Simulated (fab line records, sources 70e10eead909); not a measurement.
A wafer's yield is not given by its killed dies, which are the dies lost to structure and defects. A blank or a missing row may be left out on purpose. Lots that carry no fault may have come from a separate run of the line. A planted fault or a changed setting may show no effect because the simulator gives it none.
Matching of chambers + flow nand-harc + NHARC_A_SLIT_ETCH_29 on rie-diel-06: 4 sister chambers
The step etches the open film in CF4/O2, target depth 100 nm, overetch 10 nm, time 55 s. 14 wafers are shown with their chamber, then 7 later ones without.

## WAFERS PAIRED WITH THEIR CHAMBERS
| wafer  | chamber | drypump-motor-current-A (A) | rf-vpp-V (V) | oes-product-au (a.u.) |
|--------|---------|-----------------------------|--------------|-----------------------|
| L945.1 | 3       | 5.7                         | 197.7        | 1.011                 |
| L945.3 | 0       | 5.4                         | 197.3        | 0.991                 |
| L945.6 | 2       | 5.8                         | 199.8        | 0.998                 |
| L946.3 | 3       | 5.8                         | 199.1        | 1.008                 |
| L946.5 | 1       | 5.6                         | 195.1        | 1.000                 |
| L946.6 | 0       | 5.4                         | 196.2        | 0.994                 |
| L949.1 | 2       | 5.8                         | 198.6        | 0.987                 |
| L949.4 | 0       | 5.4                         | 195.5        | 0.990                 |
| L949.6 | 2       | 5.8                         | 199.5        | 0.987                 |
| L954.1 | 2       | 5.8                         | 198.4        | 0.996                 |
| L954.5 | 3       | 5.7                         | 198.6        | 1.002                 |
| L954.6 | 0       | 5.4                         | 197.0        | 0.980                 |
| L958.3 | 2       | 5.8                         | 199.0        | 0.975                 |
| L958.4 | 1       | 5.6                         | 194.1        | 1.000                 |

SIGNATURES (averages over the wafers above)
| reading                 | chamber 0 | chamber 1 | chamber 2 | chamber 3 | scatter within a chamber |
|-------------------------|-----------|-----------|-----------|-----------|--------------------------|
| drypump-motor-current-A | 5.400     | 5.600     | 5.800     | 5.733     | 0.0258                   |
| rf-vpp-V                | 196.500   | 194.600   | 199.060   | 198.467   | 0.698                    |
| oes-product-au          | 0.98875   | 1.00000   | 0.98860   | 1.00700   | 0.00697                  |
Rule: for each reading, subtract the chamber's mean from the wafer's reading, divide by that reading's scatter and square the result; add these up over the readings and take the root, which gives the wafer's distance from the chamber. The wafer belongs to the nearest chamber; if the next one is less than 2 further off, it can't be placed. The scatter is the square root of a quotient: the sum, over the shown wafers, of each reading's squared deviation from its chamber's mean, divided by wafers minus chambers.

## WAFERS WHOSE CHAMBER IS MISSING
| wafer  | drypump-motor-current-A (A) | rf-vpp-V (V) | oes-product-au (a.u.) |
|--------|-----------------------------|--------------|-----------------------|
| L958.5 | 5.8                         | 199.2        | 0.993                 |
| L957.1 | 5.6                         | 196.6        | 1.002                 |
| L957.2 | 5.4                         | 195.2        | 0.985                 |
| L957.3 | 5.8                         | 199.3        | 0.999                 |
| L967.1 | 5.4                         | 196.0        | 0.978                 |
| L967.3 | 5.8                         | 198.2        | 1.000                 |
| L967.5 | 5.7                         | 196.6        | 0.993                 |

## WHICH CHAMBER EACH ONE RAN IN
| wafer  | from the rows above          | in truth |
|--------|------------------------------|----------|
| L958.5 | 2                            | 2        |
| L957.1 | 1                            | 1        |
| L957.2 | 0                            | 0        |
| L957.3 | can't be placed: 2 or 3      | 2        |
| L967.1 | 0                            | 0        |
| L967.3 | can't be placed: 2 or 3      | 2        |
| L967.5 | can't be placed: 3 or 1 or 2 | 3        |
Placed correctly: 4 of 7. From these rows, 3 cannot be placed; in 3 the true chamber is one of the candidates. 0 placed wrongly.
